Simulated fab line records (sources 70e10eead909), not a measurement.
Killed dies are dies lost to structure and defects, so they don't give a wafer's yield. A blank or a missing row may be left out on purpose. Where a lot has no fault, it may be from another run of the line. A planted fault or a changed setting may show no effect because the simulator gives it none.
What tool caused it? / flow nand-harc / 24 lots with 72 wafers sampled at 6 steps, on a route of 1159 steps

== WHAT THE GAUGES READ, wafer by wafer ==
The record holds no reading of a measuring or inspecting step that can be judged against a usual standard deviation.

== TOOL THAT RAN EACH LOT (tool first, then ch and the chambers of the sampled wafers, then the start) ==
lot=L074; NHARC_P_GATE_STRIP_76=plasma-asher-02 ch 0,1, day 5 04:22; NHARC_P_CONTACT_DEP_30=pecvd-04 ch 0,1, day 5 09:46; NHARC_P_M0_PRE_CLEAN_31=pecvd-01 ch 0,1,2, day 5 21:47; NHARC_P_M0_DEP_32=pecvd-01 ch 0,1,2, day 5 21:55; NHARC_P_M1_DEGAS_29=pvd-sputter-03, day 6 00:13; NHARC_P_M1_CMP_23=cmp-03 ch 1,2,3, day 6 01:21
lot=L075; NHARC_P_GATE_STRIP_76=plasma-asher-02 ch 0,1, day 5 05:07; NHARC_P_CONTACT_DEP_30=pecvd-01 ch 0,2, day 5 10:19; NHARC_P_M0_PRE_CLEAN_31=pecvd-01 ch 0,2, day 5 22:23; NHARC_P_M0_DEP_32=pecvd-01 ch 0,2, day 5 22:28; NHARC_P_M1_DEGAS_29=pvd-sputter-02, day 6 00:55; NHARC_P_M1_CMP_23=cmp-03 ch 1,3, day 6 02:01
lot=L077; NHARC_P_GATE_STRIP_76=plasma-asher-01 ch 0,1, day 5 19:08; NHARC_P_CONTACT_DEP_30=pecvd-04 ch 0,1, day 5 23:11; NHARC_P_M0_PRE_CLEAN_31=pecvd-03 ch 0,1,2, day 6 16:53; NHARC_P_M0_DEP_32=pecvd-03 ch 0,1,2, day 6 16:58; NHARC_P_M1_DEGAS_29=pvd-sputter-01, day 6 19:18; NHARC_P_M1_CMP_23=cmp-01 ch 0,1,3, day 6 20:24
lot=L076; NHARC_P_GATE_STRIP_76=plasma-asher-02 ch 0,1, day 5 19:29; NHARC_P_CONTACT_DEP_30=pecvd-04 ch 0,2, day 5 23:41; NHARC_P_M0_PRE_CLEAN_31=pecvd-03 ch 0,1, day 6 17:49; NHARC_P_M0_DEP_32=pecvd-03 ch 0,1, day 6 17:53; NHARC_P_M1_DEGAS_29=pvd-sputter-03, day 6 20:20; NHARC_P_M1_CMP_23=cmp-04 ch 0,1,3, day 6 21:31
lot=L079; NHARC_P_GATE_STRIP_76=plasma-asher-02 ch 0,1, day 6 09:46; NHARC_P_CONTACT_DEP_30=pecvd-01 ch 0,2, day 6 13:50; NHARC_P_M0_PRE_CLEAN_31=pecvd-03 ch 1,2, day 7 06:50; NHARC_P_M0_DEP_32=pecvd-03 ch 1,2, day 7 06:56; NHARC_P_M1_DEGAS_29=pvd-sputter-03, day 7 09:13; NHARC_P_M1_CMP_23=cmp-01 ch 1,2, day 7 10:19
lot=L078; NHARC_P_GATE_STRIP_76=plasma-asher-01 ch 0,1, day 6 10:07; NHARC_P_CONTACT_DEP_30=pecvd-04 ch 0,1,2, day 6 14:41; NHARC_P_M0_PRE_CLEAN_31=pecvd-04 ch 0,1,2, day 7 07:07; NHARC_P_M0_DEP_32=pecvd-04 ch 0,1,2, day 7 07:12; NHARC_P_M1_DEGAS_29=pvd-sputter-01, day 7 09:45; NHARC_P_M1_CMP_23=cmp-03 ch 0,2,3, day 7 10:52
lot=L080; NHARC_P_GATE_STRIP_76=plasma-asher-01 ch 0,1, day 6 17:13; NHARC_P_CONTACT_DEP_30=pecvd-02 ch 0,1, day 6 21:20; NHARC_P_M0_PRE_CLEAN_31=pecvd-03 ch 0,2, day 7 07:13; NHARC_P_M0_DEP_32=pecvd-03 ch 0,2, day 7 07:18; NHARC_P_M1_DEGAS_29=pvd-sputter-02, day 7 09:48; NHARC_P_M1_CMP_23=cmp-01 ch 0,2, day 7 10:53
lot=L081; NHARC_P_GATE_STRIP_76=plasma-asher-01 ch 0,1, day 7 05:26; NHARC_P_CONTACT_DEP_30=pecvd-01 ch 0,1, day 7 09:42; NHARC_P_M0_PRE_CLEAN_31=pecvd-03 ch 0,1,2, day 7 18:52; NHARC_P_M0_DEP_32=pecvd-03 ch 0,1,2, day 7 18:58; NHARC_P_M1_DEGAS_29=pvd-sputter-01, day 7 21:14; NHARC_P_M1_CMP_23=cmp-01 ch 0,2,3, day 7 22:19
lot=L082; NHARC_P_GATE_STRIP_76=plasma-asher-02 ch 0,1, day 7 11:24; NHARC_P_CONTACT_DEP_30=pecvd-04 ch 0,1,2, day 7 15:52; NHARC_P_M0_PRE_CLEAN_31=pecvd-01 ch 0,1,2, day 8 00:21; NHARC_P_M0_DEP_32=pecvd-01 ch 0,1,2, day 8 00:25; NHARC_P_M1_DEGAS_29=pvd-sputter-01, day 8 03:04; NHARC_P_M1_CMP_23=cmp-04 ch 0,2,3, day 8 04:09
lot=L083; NHARC_P_GATE_STRIP_76=plasma-asher-02 ch 0,1, day 7 14:25; NHARC_P_CONTACT_DEP_30=pecvd-04 ch 0,2, day 7 18:48; NHARC_P_M0_PRE_CLEAN_31=pecvd-01 ch 1,2, day 8 09:10; NHARC_P_M0_DEP_32=pecvd-01 ch 1,2, day 8 09:14; NHARC_P_M1_DEGAS_29=pvd-sputter-01, day 8 11:40; NHARC_P_M1_CMP_23=cmp-04 ch 0,1,2, day 8 12:46
lot=L084; NHARC_P_GATE_STRIP_76=plasma-asher-02 ch 0,1, day 8 00:24; NHARC_P_CONTACT_DEP_30=pecvd-01 ch 1,2, day 8 04:28; NHARC_P_M0_PRE_CLEAN_31=pecvd-03 ch 0,1,2, day 8 14:43; NHARC_P_M0_DEP_32=pecvd-03 ch 0,1,2, day 8 14:47; NHARC_P_M1_DEGAS_29=pvd-sputter-03, day 8 17:18; NHARC_P_M1_CMP_23=cmp-03 ch 0,1,3, day 8 18:28
lot=L087; NHARC_P_GATE_STRIP_76=plasma-asher-01 ch 0,1, day 8 15:19; NHARC_P_CONTACT_DEP_30=pecvd-01 ch 0,2, day 8 19:28; NHARC_P_M0_PRE_CLEAN_31=pecvd-03 ch 0,1,2, day 9 04:43; NHARC_P_M0_DEP_32=pecvd-03 ch 0,1,2, day 9 04:47; NHARC_P_M1_DEGAS_29=pvd-sputter-03, day 9 07:25; NHARC_P_M1_CMP_23=cmp-04 ch 0,1,2, day 9 08:29
lot=L085; NHARC_P_GATE_STRIP_76=plasma-asher-01 ch 1, day 8 16:29; NHARC_P_CONTACT_DEP_30=pecvd-02 ch 0,1,2, day 8 20:37; NHARC_P_M0_PRE_CLEAN_31=pecvd-03 ch 0,1, day 9 05:16; NHARC_P_M0_DEP_32=pecvd-03 ch 0,1, day 9 05:24; NHARC_P_M1_DEGAS_29=pvd-sputter-02, day 9 07:44; NHARC_P_M1_CMP_23=cmp-04 ch 1,2, day 9 09:08
lot=L086; NHARC_P_GATE_STRIP_76=plasma-asher-01 ch 0,1, day 8 17:53; NHARC_P_CONTACT_DEP_30=pecvd-04 ch 0,1,2, day 8 21:55; NHARC_P_M0_PRE_CLEAN_31=pecvd-01 ch 0,1, day 9 06:28; NHARC_P_M0_DEP_32=pecvd-01 ch 0,1, day 9 06:38; NHARC_P_M1_DEGAS_29=pvd-sputter-02, day 9 09:17; NHARC_P_M1_CMP_23=cmp-04 ch 2,3, day 9 10:40
lot=L089; NHARC_P_GATE_STRIP_76=plasma-asher-01 ch 0,1, day 9 01:25; NHARC_P_CONTACT_DEP_30=pecvd-02 ch 0,2, day 9 05:32; NHARC_P_M0_PRE_CLEAN_31=pecvd-01 ch 0,1, day 9 19:23; NHARC_P_M0_DEP_32=pecvd-01 ch 0,1, day 9 19:35; NHARC_P_M1_DEGAS_29=pvd-sputter-03, day 9 22:05; NHARC_P_M1_CMP_23=cmp-03 ch 0,1,2, day 9 23:23
lot=L088; NHARC_P_GATE_STRIP_76=plasma-asher-02 ch 0,1, day 9 01:45; NHARC_P_CONTACT_DEP_30=pecvd-02 ch 0,1,2, day 9 06:17; NHARC_P_M0_PRE_CLEAN_31=pecvd-03 ch 0,1,2, day 9 20:44; NHARC_P_M0_DEP_32=pecvd-03 ch 0,1,2, day 9 20:49; NHARC_P_M1_DEGAS_29=pvd-sputter-03, day 9 23:19; NHARC_P_M1_CMP_23=cmp-01 ch 1,2,3, day 10 00:38
lot=L090; NHARC_P_GATE_STRIP_76=plasma-asher-01 ch 0, day 9 11:36; NHARC_P_CONTACT_DEP_30=pecvd-02 ch 0,2, day 9 15:43; NHARC_P_M0_PRE_CLEAN_31=pecvd-01 ch 0,2, day 10 07:51; NHARC_P_M0_DEP_32=pecvd-01 ch 0,2, day 10 07:59; NHARC_P_M1_DEGAS_29=pvd-sputter-02, day 10 10:22; NHARC_P_M1_CMP_23=cmp-01 ch 1,2,3, day 10 11:31
lot=L091; NHARC_P_GATE_STRIP_76=plasma-asher-01 ch 0, day 9 13:12; NHARC_P_CONTACT_DEP_30=pecvd-02 ch 1,2, day 9 17:33; NHARC_P_M0_PRE_CLEAN_31=pecvd-01 ch 0,1, day 10 08:28; NHARC_P_M0_DEP_32=pecvd-01 ch 0,1, day 10 08:34; NHARC_P_M1_DEGAS_29=pvd-sputter-01, day 10 11:17; NHARC_P_M1_CMP_23=cmp-04 ch 1,2,3, day 10 12:23
lot=L093; NHARC_P_GATE_STRIP_76=plasma-asher-02 ch 0,1, day 9 21:56; NHARC_P_CONTACT_DEP_30=pecvd-01 ch 0,1, day 10 02:18; NHARC_P_M0_PRE_CLEAN_31=pecvd-03 ch 0,2, day 10 11:01; NHARC_P_M0_DEP_32=pecvd-03 ch 0,2, day 10 11:08; NHARC_P_M1_DEGAS_29=pvd-sputter-02, day 10 13:50; NHARC_P_M1_CMP_23=cmp-03 ch 0,2,3, day 10 14:54
lot=L092; NHARC_P_GATE_STRIP_76=plasma-asher-01 ch 0,1, day 9 22:28; NHARC_P_CONTACT_DEP_30=pecvd-04 ch 0,1, day 10 02:41; NHARC_P_M0_PRE_CLEAN_31=pecvd-03 ch 2, day 10 12:35; NHARC_P_M0_DEP_32=pecvd-03 ch 2, day 10 12:45; NHARC_P_M1_DEGAS_29=pvd-sputter-03, day 10 15:19; NHARC_P_M1_CMP_23=cmp-03 ch 1,2,3, day 10 16:27
lot=L095; NHARC_P_GATE_STRIP_76=plasma-asher-01 ch 0,1, day 10 07:58; NHARC_P_CONTACT_DEP_30=pecvd-04 ch 0,2, day 10 12:15; NHARC_P_M0_PRE_CLEAN_31=pecvd-03 ch 1,2, day 10 22:51; NHARC_P_M0_DEP_32=pecvd-03 ch 1,2, day 10 22:56; NHARC_P_M1_DEGAS_29=pvd-sputter-01, day 11 01:23; NHARC_P_M1_CMP_23=cmp-01 ch 2,3, day 11 02:29
lot=L094; NHARC_P_GATE_STRIP_76=plasma-asher-02 ch 0,1, day 10 08:29; NHARC_P_CONTACT_DEP_30=pecvd-02 ch 0,2, day 10 12:47; NHARC_P_M0_PRE_CLEAN_31=pecvd-03 ch 0,1, day 10 23:13; NHARC_P_M0_DEP_32=pecvd-03 ch 0,1, day 10 23:22; NHARC_P_M1_DEGAS_29=pvd-sputter-02, day 11 01:49; NHARC_P_M1_CMP_23=cmp-01 ch 0,2,3, day 11 02:59
lot=L096; NHARC_P_GATE_STRIP_76=plasma-asher-02 ch 0,1, day 10 16:34; NHARC_P_CONTACT_DEP_30=pecvd-01 ch 1,2, day 10 20:52; NHARC_P_M0_PRE_CLEAN_31=pecvd-04 ch 0,1, day 11 06:00; NHARC_P_M0_DEP_32=pecvd-04 ch 0,1, day 11 06:07; NHARC_P_M1_DEGAS_29=pvd-sputter-03, day 11 08:39; NHARC_P_M1_CMP_23=cmp-03 ch 0,1,3, day 11 10:14
lot=L097; NHARC_P_GATE_STRIP_76=plasma-asher-02 ch 0,1, day 11 00:44; NHARC_P_CONTACT_DEP_30=pecvd-04 ch 0,1, day 11 04:54; NHARC_P_M0_PRE_CLEAN_31=pecvd-04 ch 0,1,2, day 11 14:09; NHARC_P_M0_DEP_32=pecvd-04 ch 0,1,2, day 11 14:16; NHARC_P_M1_DEGAS_29=pvd-sputter-01, day 11 16:43; NHARC_P_M1_CMP_23=cmp-01 ch 0,2,3, day 11 17:47
- NHARC_P_GATE_STRIP_76: strips in O2.
- NHARC_P_CONTACT_DEP_30: deposits SiNx, target thk 30 nm.
- NHARC_P_M0_PRE_CLEAN_31: time 12 s.
- NHARC_P_M0_DEP_32: deposits SiCN, target thk 30 nm.
- NHARC_P_M1_DEGAS_29: time 60 s.
- NHARC_P_M1_CMP_23: polishes, t overpolish 20 s, target thk 157.82 nm.

== AS READ BY THE TOOLS THEMSELVES (means over the sampled wafers that have a number; for cases with no such wafer, the mark the record gives instead) ==
NHARC_P_GATE_STRIP_76. Usual: drypump-motor-current-A 6.18 A, standard deviation 0.2; heater-power-w 332 W, standard deviation 22; temp-c 250.00 C, standard deviation 0.18.
lot=L074; tool=plasma-asher-02; drypump-motor-current-A (A)=6.25; heater-power-w (W)=315; temp-c (C)=250.08; flag=
lot=L075; tool=plasma-asher-02; drypump-motor-current-A (A)=6.25; heater-power-w (W)=318; temp-c (C)=250.16; flag=
lot=L077; tool=plasma-asher-01; drypump-motor-current-A (A)=6.10; heater-power-w (W)=338; temp-c (C)=250.05; flag=
lot=L076; tool=plasma-asher-02; drypump-motor-current-A (A)=6.27; heater-power-w (W)=316; temp-c (C)=249.92; flag=
lot=L079; tool=plasma-asher-02; drypump-motor-current-A (A)=6.13; heater-power-w (W)=329; temp-c (C)=250.08; flag=
lot=L078; tool=plasma-asher-01; drypump-motor-current-A (A)=6.10; heater-power-w (W)=336; temp-c (C)=249.91; flag=
lot=L080; tool=plasma-asher-01; drypump-motor-current-A (A)=6.22; heater-power-w (W)=345; temp-c (C)=249.95; flag=
lot=L081; tool=plasma-asher-01; drypump-motor-current-A (A)=6.22; heater-power-w (W)=348; temp-c (C)=249.77; flag=
lot=L082; tool=plasma-asher-02; drypump-motor-current-A (A)=6.26; heater-power-w (W)=314; temp-c (C)=250.11; flag=
lot=L083; tool=plasma-asher-02; drypump-motor-current-A (A)=6.11; heater-power-w (W)=327; temp-c (C)=250.08; flag=
lot=L084; tool=plasma-asher-02; drypump-motor-current-A (A)=6.27; heater-power-w (W)=317; temp-c (C)=250.00; flag=
lot=L087; tool=plasma-asher-01; drypump-motor-current-A (A)=6.09; heater-power-w (W)=336; temp-c (C)=250.21; flag=
lot=L085; tool=plasma-asher-01; drypump-motor-current-A (A)=5.97; heater-power-w (W)=323; temp-c (C)=249.99; flag=
lot=L086; tool=plasma-asher-01; drypump-motor-current-A (A)=6.10; heater-power-w (W)=335; temp-c (C)=250.04; flag=
lot=L089; tool=plasma-asher-01; drypump-motor-current-A (A)=6.22; heater-power-w (W)=345; temp-c (C)=250.12; flag=
lot=L088; tool=plasma-asher-02; drypump-motor-current-A (A)=6.25; heater-power-w (W)=314; temp-c (C)=250.02; flag=
lot=L090; tool=plasma-asher-01; drypump-motor-current-A (A)=6.36; heater-power-w (W)=362; temp-c (C)=249.93; flag=
lot=L091; tool=plasma-asher-01; drypump-motor-current-A (A)=6.35; heater-power-w (W)=361; temp-c (C)=249.63; flag=
lot=L093; tool=plasma-asher-02; drypump-motor-current-A (A)=6.24; heater-power-w (W)=313; temp-c (C)=249.92; flag=
lot=L092; tool=plasma-asher-01; drypump-motor-current-A (A)=6.21; heater-power-w (W)=351; temp-c (C)=250.10; flag=
lot=L095; tool=plasma-asher-01; drypump-motor-current-A (A)=6.23; heater-power-w (W)=349; temp-c (C)=249.76; flag=
lot=L094; tool=plasma-asher-02; drypump-motor-current-A (A)=6.27; heater-power-w (W)=316; temp-c (C)=249.95; flag=
lot=L096; tool=plasma-asher-02; drypump-motor-current-A (A)=6.12; heater-power-w (W)=332; temp-c (C)=250.06; flag=
lot=L097; tool=plasma-asher-02; drypump-motor-current-A (A)=6.12; heater-power-w (W)=330; temp-c (C)=249.98; flag=

NHARC_P_CONTACT_DEP_30. Usual: heater-power-outer-w 435 W, standard deviation 70; heater-power-w 735 W, standard deviation 92.
lot=L074; tool=pecvd-04; heater-power-outer-w (W)=368; heater-power-w (W)=647; flag=
lot=L075; tool=pecvd-01; heater-power-outer-w (W)=407; heater-power-w (W)=730; flag=
lot=L077; tool=pecvd-04; heater-power-outer-w (W)=367; heater-power-w (W)=652; flag=
lot=L076; tool=pecvd-04; heater-power-outer-w (W)=466; heater-power-w (W)=763; flag=
lot=L079; tool=pecvd-01; heater-power-outer-w (W)=350; heater-power-w (W)=653; flag=
lot=L078; tool=pecvd-04; heater-power-outer-w (W)=413; heater-power-w (W)=701; flag=
lot=L080; tool=pecvd-02; heater-power-outer-w (W)=455; heater-power-w (W)=715; flag=
lot=L081; tool=pecvd-01; heater-power-outer-w (W)=441; heater-power-w (W)=752; flag=
lot=L082; tool=pecvd-04; heater-power-outer-w (W)=396; heater-power-w (W)=683; flag=
lot=L083; tool=pecvd-04; heater-power-outer-w (W)=471; heater-power-w (W)=773; flag=
lot=L084; tool=pecvd-01; heater-power-outer-w (W)=436; heater-power-w (W)=745; flag=
lot=L087; tool=pecvd-01; heater-power-outer-w (W)=365; heater-power-w (W)=676; flag=
lot=L085; tool=pecvd-02; heater-power-outer-w (W)=501; heater-power-w (W)=832; flag=
lot=L086; tool=pecvd-04; heater-power-outer-w (W)=387; heater-power-w (W)=677; flag=
lot=L089; tool=pecvd-02; heater-power-outer-w (W)=521; heater-power-w (W)=870; flag=
lot=L088; tool=pecvd-02; heater-power-outer-w (W)=488; heater-power-w (W)=800; flag=
lot=L090; tool=pecvd-02; heater-power-outer-w (W)=530; heater-power-w (W)=863; flag=
lot=L091; tool=pecvd-02; heater-power-outer-w (W)=541; heater-power-w (W)=899; flag=
lot=L093; tool=pecvd-01; heater-power-outer-w (W)=443; heater-power-w (W)=738; flag=
lot=L092; tool=pecvd-04; heater-power-outer-w (W)=416; heater-power-w (W)=727; flag=
lot=L095; tool=pecvd-04; heater-power-outer-w (W)=455; heater-power-w (W)=738; flag=
lot=L094; tool=pecvd-02; heater-power-outer-w (W)=496; heater-power-w (W)=793; flag=
lot=L096; tool=pecvd-01; heater-power-outer-w (W)=413; heater-power-w (W)=714; flag=
lot=L097; tool=pecvd-04; heater-power-outer-w (W)=372; heater-power-w (W)=655; flag=

NHARC_P_M0_PRE_CLEAN_31. Usual: heater-power-outer-w 360 W, standard deviation 46; heater-power-w 634 W, standard deviation 61.
lot=L074; tool=pecvd-01; heater-power-outer-w (W)=357; heater-power-w (W)=647; flag=
lot=L075; tool=pecvd-01; heater-power-outer-w (W)=313; heater-power-w (W)=593; flag=
lot=L077; tool=pecvd-03; heater-power-outer-w (W)=348; heater-power-w (W)=633; flag=
lot=L076; tool=pecvd-03; heater-power-outer-w (W)=350; heater-power-w (W)=624; flag=
lot=L079; tool=pecvd-03; heater-power-outer-w (W)=365; heater-power-w (W)=652; flag=
lot=L078; tool=pecvd-04; heater-power-outer-w (W)=350; heater-power-w (W)=610; flag=
lot=L080; tool=pecvd-03; heater-power-outer-w (W)=349; heater-power-w (W)=619; flag=
lot=L081; tool=pecvd-03; heater-power-outer-w (W)=340; heater-power-w (W)=611; flag=
lot=L082; tool=pecvd-01; heater-power-outer-w (W)=347; heater-power-w (W)=627; flag=
lot=L083; tool=pecvd-01; heater-power-outer-w (W)=396; heater-power-w (W)=674; flag=
lot=L084; tool=pecvd-03; heater-power-outer-w (W)=387; heater-power-w (W)=664; flag=
lot=L087; tool=pecvd-03; heater-power-outer-w (W)=381; heater-power-w (W)=665; flag=
lot=L085; tool=pecvd-03; heater-power-outer-w (W)=320; heater-power-w (W)=575; flag=
lot=L086; tool=pecvd-01; heater-power-outer-w (W)=371; heater-power-w (W)=647; flag=
lot=L089; tool=pecvd-01; heater-power-outer-w (W)=386; heater-power-w (W)=673; flag=
lot=L088; tool=pecvd-03; heater-power-outer-w (W)=325; heater-power-w (W)=579; flag=
lot=L090; tool=pecvd-01; heater-power-outer-w (W)=347; heater-power-w (W)=626; flag=
lot=L091; tool=pecvd-01; heater-power-outer-w (W)=356; heater-power-w (W)=633; flag=
lot=L093; tool=pecvd-03; heater-power-outer-w (W)=340; heater-power-w (W)=601; flag=
lot=L092; tool=pecvd-03; heater-power-outer-w (W)=373; heater-power-w (W)=659; flag=
lot=L095; tool=pecvd-03; heater-power-outer-w (W)=424; heater-power-w (W)=720; flag=
lot=L094; tool=pecvd-03; heater-power-outer-w (W)=349; heater-power-w (W)=629; flag=
lot=L096; tool=pecvd-04; heater-power-outer-w (W)=381; heater-power-w (W)=649; flag=
lot=L097; tool=pecvd-04; heater-power-outer-w (W)=374; heater-power-w (W)=631; flag=

NHARC_P_M0_DEP_32. Usual: heater-power-outer-w 312 W, standard deviation 47; heater-power-w 571 W, standard deviation 63.
lot=L074; tool=pecvd-01; heater-power-outer-w (W)=303; heater-power-w (W)=571; flag=
lot=L075; tool=pecvd-01; heater-power-outer-w (W)=277; heater-power-w (W)=537; flag=
lot=L077; tool=pecvd-03; heater-power-outer-w (W)=319; heater-power-w (W)=580; flag=
lot=L076; tool=pecvd-03; heater-power-outer-w (W)=258; heater-power-w (W)=512; flag=
lot=L079; tool=pecvd-03; heater-power-outer-w (W)=314; heater-power-w (W)=575; flag=
lot=L078; tool=pecvd-04; heater-power-outer-w (W)=334; heater-power-w (W)=587; flag=
lot=L080; tool=pecvd-03; heater-power-outer-w (W)=285; heater-power-w (W)=524; flag=
lot=L081; tool=pecvd-03; heater-power-outer-w (W)=312; heater-power-w (W)=574; flag=
lot=L082; tool=pecvd-01; heater-power-outer-w (W)=339; heater-power-w (W)=615; flag=
lot=L083; tool=pecvd-01; heater-power-outer-w (W)=319; heater-power-w (W)=594; flag=
lot=L084; tool=pecvd-03; heater-power-outer-w (W)=315; heater-power-w (W)=579; flag=
lot=L087; tool=pecvd-03; heater-power-outer-w (W)=313; heater-power-w (W)=570; flag=
lot=L085; tool=pecvd-03; heater-power-outer-w (W)=287; heater-power-w (W)=539; flag=
lot=L086; tool=pecvd-01; heater-power-outer-w (W)=300; heater-power-w (W)=560; flag=
lot=L089; tool=pecvd-01; heater-power-outer-w (W)=309; heater-power-w (W)=562; flag=
lot=L088; tool=pecvd-03; heater-power-outer-w (W)=340; heater-power-w (W)=613; flag=
lot=L090; tool=pecvd-01; heater-power-outer-w (W)=279; heater-power-w (W)=529; flag=
lot=L091; tool=pecvd-01; heater-power-outer-w (W)=336; heater-power-w (W)=605; flag=
lot=L093; tool=pecvd-03; heater-power-outer-w (W)=285; heater-power-w (W)=527; flag=
lot=L092; tool=pecvd-03; heater-power-outer-w (W)=381; heater-power-w (W)=658; flag=
lot=L095; tool=pecvd-03; heater-power-outer-w (W)=359; heater-power-w (W)=624; flag=
lot=L094; tool=pecvd-03; heater-power-outer-w (W)=292; heater-power-w (W)=547; flag=
lot=L096; tool=pecvd-04; heater-power-outer-w (W)=342; heater-power-w (W)=607; flag=
lot=L097; tool=pecvd-04; heater-power-outer-w (W)=301; heater-power-w (W)=539; flag=

NHARC_P_M1_DEGAS_29. Usual: 342 W for heater-power-w, sd 31.
lot=L074; tool=pvd-sputter-03; heater-power-w (W)=322; flag=
lot=L075; tool=pvd-sputter-02; heater-power-w (W)=338; flag=
lot=L077; tool=pvd-sputter-01; heater-power-w (W)=367; flag=
lot=L076; tool=pvd-sputter-03; heater-power-w (W)=336; flag=
lot=L079; tool=pvd-sputter-03; heater-power-w (W)=309; flag=
lot=L078; tool=pvd-sputter-01; heater-power-w (W)=339; flag=
lot=L080; tool=pvd-sputter-02; heater-power-w (W)=344; flag=
lot=L081; tool=pvd-sputter-01; heater-power-w (W)=336; flag=
lot=L082; tool=pvd-sputter-01; heater-power-w (W)=336; flag=
lot=L083; tool=pvd-sputter-01; heater-power-w (W)=334; flag=
lot=L084; tool=pvd-sputter-03; heater-power-w (W)=341; flag=
lot=L087; tool=pvd-sputter-03; heater-power-w (W)=345; flag=
lot=L085; tool=pvd-sputter-02; heater-power-w (W)=344; flag=
lot=L086; tool=pvd-sputter-02; heater-power-w (W)=344; flag=
lot=L089; tool=pvd-sputter-03; heater-power-w (W)=339; flag=
lot=L088; tool=pvd-sputter-03; heater-power-w (W)=331; flag=
lot=L090; tool=pvd-sputter-02; heater-power-w (W)=376; flag=
lot=L091; tool=pvd-sputter-01; heater-power-w (W)=349; flag=
lot=L093; tool=pvd-sputter-02; heater-power-w (W)=355; flag=
lot=L092; tool=pvd-sputter-03; heater-power-w (W)=318; flag=
lot=L095; tool=pvd-sputter-01; heater-power-w (W)=310; flag=
lot=L094; tool=pvd-sputter-02; heater-power-w (W)=367; flag=
lot=L096; tool=pvd-sputter-03; heater-power-w (W)=328; flag=
lot=L097; tool=pvd-sputter-01; heater-power-w (W)=351; flag=

NHARC_P_M1_CMP_23. Usual: motor-current-A 12.4 A, standard deviation 1.6; pad-life-wafers 360, standard deviation 120; time-to-endpoint-s 28.3 s, standard deviation 2.1.
lot=L074; tool=cmp-03; motor-current-A (A)=12.9; pad-life-wafers=356; time-to-endpoint-s (s)=28.9; flag=
lot=L075; tool=cmp-03; motor-current-A (A)=14.0; pad-life-wafers=362; time-to-endpoint-s (s)=28.0; flag=
lot=L077; tool=cmp-01; motor-current-A (A)=12.5; pad-life-wafers=266; time-to-endpoint-s (s)=28.0; flag=
lot=L076; tool=cmp-04; motor-current-A (A)=12.0; pad-life-wafers=163; time-to-endpoint-s (s)=26.8; flag=
lot=L079; tool=cmp-01; motor-current-A (A)=11.8; pad-life-wafers=324; time-to-endpoint-s (s)=30.6; flag=
lot=L078; tool=cmp-03; motor-current-A (A)=12.7; pad-life-wafers=547; time-to-endpoint-s (s)=25.9; flag=
lot=L080; tool=cmp-01; motor-current-A (A)=10.9; pad-life-wafers=331; time-to-endpoint-s (s)=26.4; flag=
lot=L081; tool=cmp-01; motor-current-A (A)=11.5; pad-life-wafers=421; time-to-endpoint-s (s)=29.5; flag=
lot=L082; tool=cmp-04; motor-current-A (A)=12.3; pad-life-wafers=331; time-to-endpoint-s (s)=30.9; flag=
lot=L083; tool=cmp-04; motor-current-A (A)=13.4; pad-life-wafers=374; time-to-endpoint-s (s)=29.9; flag=
lot=L084; tool=cmp-03; motor-current-A (A)=13.2; pad-life-wafers=140; time-to-endpoint-s (s)=29.6; flag=
lot=L087; tool=cmp-04; motor-current-A (A)=13.6; pad-life-wafers=488; time-to-endpoint-s (s)=29.2; flag=
lot=L085; tool=cmp-04; motor-current-A (A)=14.5; pad-life-wafers=492; time-to-endpoint-s (s)=29.3; flag=
lot=L086; tool=cmp-04; motor-current-A (A)=13.6; pad-life-wafers=498; time-to-endpoint-s (s)=28.6; flag=
lot=L089; tool=cmp-03; motor-current-A (A)=12.1; pad-life-wafers=314; time-to-endpoint-s (s)=29.1; flag=
lot=L088; tool=cmp-01; motor-current-A (A)=11.8; pad-life-wafers=199; time-to-endpoint-s (s)=29.2; flag=
lot=L090; tool=cmp-01; motor-current-A (A)=12.0; pad-life-wafers=260; time-to-endpoint-s (s)=28.0; flag=
lot=L091; tool=cmp-04; motor-current-A (A)=12.9; pad-life-wafers=127; time-to-endpoint-s (s)=28.2; flag=
lot=L093; tool=cmp-03; motor-current-A (A)=12.3; pad-life-wafers=380; time-to-endpoint-s (s)=29.4; flag=
lot=L092; tool=cmp-03; motor-current-A (A)=13.0; pad-life-wafers=398; time-to-endpoint-s (s)=26.1; flag=
lot=L095; tool=cmp-01; motor-current-A (A)=11.1; pad-life-wafers=410; time-to-endpoint-s (s)=26.4; flag=
lot=L094; tool=cmp-01; motor-current-A (A)=11.5; pad-life-wafers=416; time-to-endpoint-s (s)=27.5; flag=
lot=L096; tool=cmp-03; motor-current-A (A)=13.1; pad-life-wafers=547; time-to-endpoint-s (s)=26.2; flag=
lot=L097; tool=cmp-01; motor-current-A (A)=11.7; pad-life-wafers=500; time-to-endpoint-s (s)=29.4; flag=

== THE ANSWER, worked out from the rows above alone ==
Rule: a lot counts as off when the mean over its wafers that have a number is more than 3 standard deviations away from the usual mean. A lot without any number at a reading at which 4 lots or more have one is off too. All remaining lots with rows at the step are treated as sound. The gauges are gone through in route order, then the tools' own readings, and for those a lot's mean is taken as printed above. At the first step where some lot is off, the reading lying furthest off is the one used; lots without a number count as furthest.
Across all readings shown, no lot is off: no conclusion can be drawn from this.

== WHAT THE SIMULATOR HAD PUT IN ==
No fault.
